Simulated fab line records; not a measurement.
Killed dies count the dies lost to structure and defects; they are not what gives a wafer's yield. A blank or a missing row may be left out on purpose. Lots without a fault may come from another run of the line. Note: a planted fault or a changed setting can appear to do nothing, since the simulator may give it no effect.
Which of the tools did it? / flow nand-harc / Sampling: 14 lots, 40 wafers, 5 of 1302 route steps

== WHAT THE GAUGES READ, wafer by wafer ==
NHARC_END_SORT_01. Usual: value, then standard deviation, for each; defect-limited-yield 91 % / 3; killed-at-array 59 / 21; killed-at-other 0.8 / 1.1; killed-at-periphery 4.1 / 2.8; killed-dies 64 / 20; killed-open 3.1 / 1.7; killed-short 2.4 / 1.6.
lot=L191; measured=day 29 08:59; on=prober-02; defect-limited-yield (%)=88 90 92; killed-at-array=75 56 47; killed-at-other=1 1 0; killed-at-periphery=6 10 8; killed-dies=82 67 55; killed-open=3 0 3; killed-short=5 3 2; flag=
lot=L192; measured=day 28 18:43; on=prober-02; defect-limited-yield (%)=94 92 94; killed-at-array=33 47 42; killed-at-other=2 3 1; killed-at-periphery=5 4 1; killed-dies=40 54 44; killed-open=3 3 1; killed-short=1 0 4; flag=
lot=L194; measured=day 30 08:47; on=prober-02; defect-limited-yield (%)=89 89 88; killed-at-array=69 69 77; killed-at-other=0 0 0; killed-at-periphery=5 3 5; killed-dies=74 72 82; killed-open=1 2 2; killed-short=2 1 1; flag=
lot=L205; measured=day 34 02:24; on=prober-01; defect-limited-yield (%)=88 90 90; killed-at-array=75 68 65; killed-at-other=0 0 1; killed-at-periphery=3 0 3; killed-dies=78 68 69; killed-open=5 3 2; killed-short=1 1 2; flag=

== WHICH TOOL RAN EACH LOT (tool, then ch and the chambers of the sampled wafers, then the start) ==
lot=L182; NHARC_P_M1_ETCH_35=rie-diel-08 ch 0,2, day 6 02:08; NHARC_P_M1_ETCH_15=rie-diel-08 ch 0,1,2, day 6 03:08 or earlier; NHARC_P_M1_DEGAS_29=pvd-sputter-03, day 6 03:08; NHARC_P_M1_ANNEAL_31=rtp-anneal-02 ch 0, day 6 03:54
lot=L184; NHARC_P_M1_ETCH_35=rie-diel-08 ch 0,1,2, day 6 23:08; NHARC_P_M1_ETCH_15=rie-diel-08 ch 1,2,3, day 7 00:07 or earlier; NHARC_P_M1_DEGAS_29=pvd-sputter-03, day 7 00:07; NHARC_P_M1_ANNEAL_31=rtp-anneal-01 ch 0, day 7 00:51
lot=L186; NHARC_P_M1_ETCH_35=rie-diel-08 ch 0,1,2, day 7 22:05; NHARC_P_M1_ETCH_15=rie-diel-08 ch 1,2, day 7 23:01 or earlier; NHARC_P_M1_DEGAS_29=pvd-sputter-01, day 7 23:01; NHARC_P_M1_ANNEAL_31=rtp-anneal-02 ch 0, day 7 23:47
lot=L191; NHARC_P_M1_ETCH_35=rie-diel-12 ch 1,2, day 10 07:37; NHARC_P_M1_ETCH_15=rie-diel-12 ch 0,2, day 10 08:34 or earlier; NHARC_P_M1_DEGAS_29=pvd-sputter-01, day 10 08:34; NHARC_P_M1_ANNEAL_31=rtp-anneal-01 ch 0, day 10 09:52
lot=L192; NHARC_P_M1_ETCH_35=rie-diel-08 ch 0,1,3, day 10 16:32; NHARC_P_M1_ETCH_15=rie-diel-08 ch 2,3, day 10 17:28 or earlier; NHARC_P_M1_DEGAS_29=pvd-sputter-02, day 10 17:28; NHARC_P_M1_ANNEAL_31=rtp-anneal-01 ch 0, day 10 18:20
lot=L193; NHARC_P_M1_ETCH_35=rie-diel-02 ch 0,2,3, day 11 01:07; NHARC_P_M1_ETCH_15=rie-diel-02 ch 0,1,3, day 11 02:06 or earlier; NHARC_P_M1_DEGAS_29=pvd-sputter-03, day 11 02:06; NHARC_P_M1_ANNEAL_31=rtp-anneal-02 ch 0, day 11 02:51
lot=L194; NHARC_P_M1_ETCH_35=rie-diel-08 ch 0,2,3, day 11 07:41; NHARC_P_M1_ETCH_15=rie-diel-08 ch 0,1, day 11 08:41 or earlier; NHARC_P_M1_DEGAS_29=pvd-sputter-03, day 11 08:41; NHARC_P_M1_ANNEAL_31=rtp-anneal-01 ch 0, day 11 09:28
lot=L196; NHARC_P_M1_ETCH_35=rie-diel-02 ch 0,2,3, day 12 11:38; NHARC_P_M1_ETCH_15=rie-diel-02 ch 1,2,3, day 12 12:34 or earlier; NHARC_P_M1_DEGAS_29=pvd-sputter-03, day 12 12:34; NHARC_P_M1_ANNEAL_31=rtp-anneal-01 ch 0, day 12 13:18
lot=L195; NHARC_P_M1_ETCH_35=rie-diel-08 ch 0,3, day 12 12:10; NHARC_P_M1_ETCH_15=rie-diel-08 ch 0,3, day 12 13:06 or earlier; NHARC_P_M1_DEGAS_29=pvd-sputter-01, day 12 13:06; NHARC_P_M1_ANNEAL_31=rtp-anneal-02 ch 0, day 12 13:56
lot=L197; NHARC_P_M1_ETCH_35=rie-diel-08 ch 1,2,3, day 12 13:36; NHARC_P_M1_ETCH_15=rie-diel-08 ch 0,1,3, day 12 14:32 or earlier; NHARC_P_M1_DEGAS_29=pvd-sputter-01, day 12 14:32; NHARC_P_M1_ANNEAL_31=rtp-anneal-02 ch 0, day 12 15:25
lot=L198; NHARC_P_M1_ETCH_35=rie-diel-08 ch 0,1, day 12 22:19; NHARC_P_M1_ETCH_15=rie-diel-08 ch 2,3, day 12 23:15 or earlier; NHARC_P_M1_DEGAS_29=pvd-sputter-03, day 12 23:15; NHARC_P_M1_ANNEAL_31=rtp-anneal-01 ch 0, day 12 23:59
lot=L201; NHARC_P_M1_ETCH_35=rie-diel-02 ch 0,1,2, day 14 09:38; NHARC_P_M1_ETCH_15=rie-diel-02 ch 1,2, day 14 11:03 or earlier; NHARC_P_M1_DEGAS_29=pvd-sputter-01, day 14 11:03; NHARC_P_M1_ANNEAL_31=rtp-anneal-01 ch 0, day 14 11:51
lot=L204; NHARC_P_M1_ETCH_35=rie-diel-02 ch 0,3, day 15 15:27; NHARC_P_M1_ETCH_15=rie-diel-02 ch 0,1, day 15 16:23 or earlier; NHARC_P_M1_DEGAS_29=pvd-sputter-02, day 15 16:23; NHARC_P_M1_ANNEAL_31=rtp-anneal-02 ch 0, day 15 17:16
lot=L205; NHARC_P_M1_ETCH_35=rie-diel-12 ch 2,3, day 15 23:55; NHARC_P_M1_ETCH_15=rie-diel-12 ch 1,2, day 16 00:52 or earlier; NHARC_P_M1_DEGAS_29=pvd-sputter-01, day 16 00:52; NHARC_P_M1_ANNEAL_31=rtp-anneal-02 ch 0, day 16 01:45
- NHARC_P_M1_ETCH_35: etches the open film in N2/H2, target depth 40 nm, overetch 12 nm, time 43.94 s.
- NHARC_P_M1_ETCH_15: etches the open film in C4F8/Ar, target depth 182.5 nm, time 91.2 s.
- NHARC_P_M1_DEGAS_29: time 60 s.
- NHARC_P_M1_ANNEAL_31: time 90 s.

== AS READ BY THE TOOLS THEMSELVES (means over the sampled wafers that have a number; for cases with no such wafer, the mark the record gives instead) ==
NHARC_P_M1_ETCH_35. Usual: drypump-motor-current-A 5.6 A, standard deviation 0.38; oes-product-au 1.000 a.u., standard deviation 0.014; rf-vpp-V 429.4 V, standard deviation 2; run-length-s 65.2 s, standard deviation 0.37; showerhead-plenum-p-Torr 2.00 Torr, standard deviation 0.071; throttle-valve-pct 14.171 %, standard deviation 0.0091.
lot=L182; tool=rie-diel-08; drypump-motor-current-A (A)=5.6; oes-product-au (a.u.)=0.996; rf-vpp-V (V)=429.4; run-length-s (s)=65.0; showerhead-plenum-p-Torr (Torr)=2.03; throttle-valve-pct (%)=14.166; flag=
lot=L184; tool=rie-diel-08; drypump-motor-current-A (A)=5.5; oes-product-au (a.u.)=0.999; rf-vpp-V (V)=429.3; run-length-s (s)=65.2; showerhead-plenum-p-Torr (Torr)=1.99; throttle-valve-pct (%)=14.169; flag=
lot=L186; tool=rie-diel-08; drypump-motor-current-A (A)=5.5; oes-product-au (a.u.)=1.003; rf-vpp-V (V)=428.4; run-length-s (s)=65.2; showerhead-plenum-p-Torr (Torr)=1.99; throttle-valve-pct (%)=14.171; flag=
lot=L191; tool=rie-diel-12; drypump-motor-current-A (A)=5.3; oes-product-au (a.u.)=1.014; rf-vpp-V (V)=429.0; run-length-s (s)=65.6; showerhead-plenum-p-Torr (Torr)=1.95; throttle-valve-pct (%)=14.168; flag=
lot=L192; tool=rie-diel-08; drypump-motor-current-A (A)=5.6; oes-product-au (a.u.)=1.002; rf-vpp-V (V)=428.6; run-length-s (s)=65.0; showerhead-plenum-p-Torr (Torr)=1.96; throttle-valve-pct (%)=14.165; flag=
lot=L193; tool=rie-diel-02; drypump-motor-current-A (A)=5.5; oes-product-au (a.u.)=0.993; rf-vpp-V (V)=429.3; run-length-s (s)=65.3; showerhead-plenum-p-Torr (Torr)=1.98; throttle-valve-pct (%)=14.179; flag=
lot=L194; tool=rie-diel-08; drypump-motor-current-A (A)=5.8; oes-product-au (a.u.)=1.001; rf-vpp-V (V)=430.3; run-length-s (s)=65.1; showerhead-plenum-p-Torr (Torr)=2.01; throttle-valve-pct (%)=14.174; flag=
lot=L196; tool=rie-diel-02; drypump-motor-current-A (A)=5.5; oes-product-au (a.u.)=0.989; rf-vpp-V (V)=428.7; run-length-s (s)=65.3; showerhead-plenum-p-Torr (Torr)=1.98; throttle-valve-pct (%)=14.165; flag=
lot=L195; tool=rie-diel-08; drypump-motor-current-A (A)=5.8; oes-product-au (a.u.)=1.000; rf-vpp-V (V)=429.1; run-length-s (s)=60.0; showerhead-plenum-p-Torr (Torr)=1.98; throttle-valve-pct (%)=14.184; flag=OFF
lot=L197; tool=rie-diel-08; drypump-motor-current-A (A)=5.8; oes-product-au (a.u.)=0.998; rf-vpp-V (V)=429.0; run-length-s (s)=57.6; showerhead-plenum-p-Torr (Torr)=1.98; throttle-valve-pct (%)=14.167; flag=OFF
lot=L198; tool=rie-diel-08; drypump-motor-current-A (A)=5.3; oes-product-au (a.u.)=0.990; rf-vpp-V (V)=428.4; run-length-s (s)=59.7; showerhead-plenum-p-Torr (Torr)=1.95; throttle-valve-pct (%)=14.181; flag=OFF
lot=L201; tool=rie-diel-02; drypump-motor-current-A (A)=5.5; oes-product-au (a.u.)=1.000; rf-vpp-V (V)=429.4; run-length-s (s)=65.7; showerhead-plenum-p-Torr (Torr)=1.99; throttle-valve-pct (%)=14.171; flag=
lot=L204; tool=rie-diel-02; drypump-motor-current-A (A)=5.2; oes-product-au (a.u.)=1.017; rf-vpp-V (V)=428.2; run-length-s (s)=65.4; showerhead-plenum-p-Torr (Torr)=1.96; throttle-valve-pct (%)=14.167; flag=
lot=L205; tool=rie-diel-12; drypump-motor-current-A (A)=5.8; oes-product-au (a.u.)=0.995; rf-vpp-V (V)=431.1; run-length-s (s)=65.2; showerhead-plenum-p-Torr (Torr)=2.08; throttle-valve-pct (%)=14.169; flag=

NHARC_P_M1_ETCH_15. Usual: oes-product-au 0.952 a.u., standard deviation 0.024; rf-vpp-V 439.4 V, standard deviation 2.1; run-length-s 112.5 s, standard deviation 0.41.
lot=L182; tool=rie-diel-08; oes-product-au (a.u.)=0.918; rf-vpp-V (V)=440.0; run-length-s (s)=112.2; flag=
lot=L184; tool=rie-diel-08; oes-product-au (a.u.)=0.915; rf-vpp-V (V)=439.0; run-length-s (s)=112.5; flag=
lot=L186; tool=rie-diel-08; oes-product-au (a.u.)=0.915; rf-vpp-V (V)=439.1; run-length-s (s)=112.3; flag=
lot=L191; tool=rie-diel-12; oes-product-au (a.u.)=0.920; rf-vpp-V (V)=440.4; run-length-s (s)=112.2; flag=
lot=L192; tool=rie-diel-08; oes-product-au (a.u.)=0.965; rf-vpp-V (V)=439.5; run-length-s (s)=112.3; flag=
lot=L193; tool=rie-diel-02; oes-product-au (a.u.)=0.972; rf-vpp-V (V)=441.7; run-length-s (s)=112.8; flag=
lot=L194; tool=rie-diel-08; oes-product-au (a.u.)=0.975; rf-vpp-V (V)=439.0; run-length-s (s)=112.4; flag=
lot=L196; tool=rie-diel-02; oes-product-au (a.u.)=0.919; rf-vpp-V (V)=440.6; run-length-s (s)=112.6; flag=
lot=L195; tool=rie-diel-08; oes-product-au (a.u.)=0.932; rf-vpp-V (V)=439.5; run-length-s (s)=112.8; flag=
lot=L197; tool=rie-diel-08; oes-product-au (a.u.)=0.968; rf-vpp-V (V)=439.5; run-length-s (s)=112.4; flag=
lot=L198; tool=rie-diel-08; oes-product-au (a.u.)=0.977; rf-vpp-V (V)=440.6; run-length-s (s)=112.3; flag=
lot=L201; tool=rie-diel-02; oes-product-au (a.u.)=0.988; rf-vpp-V (V)=441.0; run-length-s (s)=112.9; flag=
lot=L204; tool=rie-diel-02; oes-product-au (a.u.)=0.955; rf-vpp-V (V)=438.8; run-length-s (s)=112.8; flag=
lot=L205; tool=rie-diel-12; oes-product-au (a.u.)=0.971; rf-vpp-V (V)=437.1; run-length-s (s)=112.5; flag=

NHARC_P_M1_DEGAS_29. Usual: 316 W for heater-power-w, sd 20.
lot=L182; tool=pvd-sputter-03; heater-power-w (W)=319; flag=
lot=L184; tool=pvd-sputter-03; heater-power-w (W)=313; flag=
lot=L186; tool=pvd-sputter-01; heater-power-w (W)=308; flag=
lot=L191; tool=pvd-sputter-01; heater-power-w (W)=312; flag=
lot=L192; tool=pvd-sputter-02; heater-power-w (W)=336; flag=
lot=L193; tool=pvd-sputter-03; heater-power-w (W)=327; flag=
lot=L194; tool=pvd-sputter-03; heater-power-w (W)=309; flag=
lot=L196; tool=pvd-sputter-03; heater-power-w (W)=309; flag=
lot=L195; tool=pvd-sputter-01; heater-power-w (W)=304; flag=
lot=L197; tool=pvd-sputter-01; heater-power-w (W)=317; flag=
lot=L198; tool=pvd-sputter-03; heater-power-w (W)=304; flag=
lot=L201; tool=pvd-sputter-01; heater-power-w (W)=323; flag=
lot=L204; tool=pvd-sputter-02; heater-power-w (W)=336; flag=
lot=L205; tool=pvd-sputter-01; heater-power-w (W)=304; flag=

NHARC_P_M1_ANNEAL_31. Usual: anneal-temp-c-max 226.3, standard deviation 0.3; wafer_temp_C_max 225.9, standard deviation 0.31.
lot=L182 tool=rtp-anneal-02 anneal-temp-c-max=226.7 wafer_temp_C_max=226.4 flag=
lot=L184 tool=rtp-anneal-01 anneal-temp-c-max=226.3 wafer_temp_C_max=225.4 flag=
lot=L186 tool=rtp-anneal-02 anneal-temp-c-max=226.5 wafer_temp_C_max=226.3 flag=
lot=L191 tool=rtp-anneal-01 anneal-temp-c-max=225.9 wafer_temp_C_max=225.6 flag=
lot=L192 tool=rtp-anneal-01 anneal-temp-c-max=226.1 wafer_temp_C_max=225.6 flag=
lot=L193 tool=rtp-anneal-02 anneal-temp-c-max=226.4 wafer_temp_C_max=226.0 flag=
lot=L194 tool=rtp-anneal-01 anneal-temp-c-max=226.2 wafer_temp_C_max=225.9 flag=
lot=L196 tool=rtp-anneal-01 anneal-temp-c-max=226.2 wafer_temp_C_max=225.9 flag=
lot=L195 tool=rtp-anneal-02 anneal-temp-c-max=226.3 wafer_temp_C_max=226.1 flag=
lot=L197 tool=rtp-anneal-02 anneal-temp-c-max=226.5 wafer_temp_C_max=226.3 flag=
lot=L198 tool=rtp-anneal-01 anneal-temp-c-max=226.4 wafer_temp_C_max=225.6 flag=
lot=L201 tool=rtp-anneal-01 anneal-temp-c-max=226.0 wafer_temp_C_max=225.8 flag=
lot=L204 tool=rtp-anneal-02 anneal-temp-c-max=226.4 wafer_temp_C_max=225.9 flag=
lot=L205 tool=rtp-anneal-02 anneal-temp-c-max=226.5 wafer_temp_C_max=226.4 flag=

== THE ANSWER, worked out from the rows above alone ==
Rule: a lot counts as off when the mean over its wafers that have a number is more than 3 standard deviations away from the usual mean. Also off: a lot with no number at a reading for which 4 or more lots have one. The other lots that the step has rows for count as sound. The gauges are gone through in route order, then the tools' own readings, and for those a lot's mean is taken as printed above. The first step at which some lot is off is used, and at that step the reading that is off furthest; a lot without a number counts as furthest.
Off, at NHARC_P_M1_ETCH_35 on run-length-s: L195, L197, L198.
A tool fits if, at that step or a process step before it, it ran every lot that is off, and no sound lot after the first of them. One candidate fits, namely rie-diel-08 at NHARC_P_M1_ETCH_35. A fault onset in the window from L194 (day 11 07:41, its last sound lot) to L195 (day 12 12:10, its first lot off) fits.
The tool's own readings at NHARC_P_M1_ETCH_35 bear it out: on the lots that are off they differ by more than 5 times the standard deviation of the sound lots' means. run-length-s reads 59.1 s there against 65.3 s on the sound lots.

== WHAT THE SIMULATOR HAD PUT IN ==
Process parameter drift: rie-diel-08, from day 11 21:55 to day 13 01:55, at NHARC_P_M1_ETCH_35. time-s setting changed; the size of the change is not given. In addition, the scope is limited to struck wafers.
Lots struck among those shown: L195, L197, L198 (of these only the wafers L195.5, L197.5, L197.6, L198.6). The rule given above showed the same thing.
